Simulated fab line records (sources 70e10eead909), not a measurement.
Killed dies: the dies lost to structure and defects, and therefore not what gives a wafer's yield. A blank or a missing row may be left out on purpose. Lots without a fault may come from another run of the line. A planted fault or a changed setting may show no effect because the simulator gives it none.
Comparing a struck lot with a sound one + flow nandHarc + 14 out of 1159 route steps
Sound: the wafers L145.2, L145.4, L145.5. The struck wafers were L152.3, L152.5, L152.6. At the end, the cause is stated.
For every step that has rows: the tool of each side, followed by ch and its chambers, followed by its first start. Under that, the readings that differ: sound wafers + struck wafers + difference of the means + sigmas: that difference in standard deviations of wafers without a fault.
alike: same words and numbers on both sides, and readings whose means sit less than 2 such deviations apart. not compared: any withheld reading, any reading some wafer has no value for, any bound like >300 that may hide the same value, and any number with overlapping values for which the record gives no deviation.
A row with sigmas, a row that says differs or no value, or rows on one side alone: a step with any of these is where the two part. Numbers that don't overlap but have no deviation are shown without sigmas and don't part them. Lack of a reading on every wafer of one side parts them only where that side has two or more wafers.

NHARC_P_M0_PRE_CLEAN_29: time 30 s.
  sound on pvdSputter-02; struck on pvdSputter-01
  alike: heaterPowerW
then, 1 step without rows for these wafers: NHARC_P_M0_PVD_20 (deposits TaN, target thk 5 nm, time 8.06 s).
NHARC_P_M0_PVD_21: deposits Cu, target thk 30 nm, time 20.49 s.
  sound on pvdSputter-02; struck on pvdSputter-01
  alike: throttleValvePct
then, 2 steps without rows for these wafers: NHARC_P_M0_ECD_22 (material Cu, target thk 400 nm); NHARC_P_M0_ANNEAL_30 (time 90 s).
NHARC_P_M0_CMP_23: polishes, t overpolish 20 s, target thk 117.53 nm.
  sound on cmp-04 ch 0,3, day 8 02:42; struck on cmp-02 ch 0,3, day 10 03:25
  alike: motorCurrentA, timeToEndpointS
NHARC_P_M0_THK_MEAS_24: measures by xrf.
  sound on filmMetro-01 at day 8 03:01; struck on filmMetro-02 at day 10 03:44
  alike: thkNm
after that, 1 step had no rows for these wafers: NHARC_P_M0_SRD_25.
NHARC_P_M0_INSPECT_27:
  sound on defectInspect-02 at day 8 03:11; struck on defectInspect-01 at day 10 03:53
  alike: rawDefectCount
NHARC_P_M0_PRE_CLEAN_31: time 12 s.
  sound on pecvd-03 ch 0,2, day 8 03:14; struck on pecvd-04 ch 1,2, day 10 03:59
  alike: heaterPowerW
NHARC_P_M0_DEP_32: deposits SiCN, target thk 30 nm.
  sound on pecvd-03 ch 0,2, day 8 03:19; struck on pecvd-04 ch 1,2, day 10 04:08
  alike: chamberPressureTorr, heaterPowerOuterW, heaterPowerW
NHARC_P_M1_DEP_00: deposits SiOC, target thk 182.5 nm.
  sound on pecvd-03 ch 1,2, day 8 03:44; struck on pecvd-03 ch 1,2, day 10 04:28
  no value came back on the struck wafers for chamberPressureTorr (Torr), rfFwdPowerW (W); on the sound wafers chamberPressureTorr (Torr) reads 4.987 4.988 5.000
then, 1 step without rows for these wafers: NHARC_P_M1_DEHYDRATE_01 (time 120 s).
-- break in the record here, with 15 days between the starts of the struck wafers on either side (left off in module P_M1, picked up again in module END, where the first step shown is number 1159 on the route) --
NHARC_END_SORT_01:
  sound on prober-02 ch 0, day 24 08:56; struck on prober-02 ch 0, day 25 01:25
| reading                | sound          | struck         | difference | sigmas      |
|------------------------|----------------|----------------|------------|-------------|
| defectLimitedYield (%) | 96.8 98.2 97.6 | 0 0 0          | -98        | -61         |
| killedAtPeriphery      | 5 1 4          | 657 648 643    | +646       | +99 or more |
| killedDies             | 22 12 16       | 677 677 677    | +660       | +60         |
| sort_bin_2_pct (%)     | 1.2 0.1 0.7    | 97.8 95.6 95.7 | +95.7      | +99 or more |
| sortNPass              | 655 665 661    | 0 0 0          | -660       | -60         |
| sortRimYieldPct (%)    | 96 99 97       | 0 0 0          | -97        | -29         |
| sortYieldPct (%)       | 96.8 98.2 97.6 | 0 0 0          | -98        | -61         |
  alike: killedAtArray, killedAtOther, killedOpen, killedShort, sort_bin_3_pct, sort_bin_4_pct

WHERE THEY PART
First at NHARC_P_M1_DEP_00; last, within this record, at NHARC_END_SORT_01.

WHY: whatever the simulator had introduced
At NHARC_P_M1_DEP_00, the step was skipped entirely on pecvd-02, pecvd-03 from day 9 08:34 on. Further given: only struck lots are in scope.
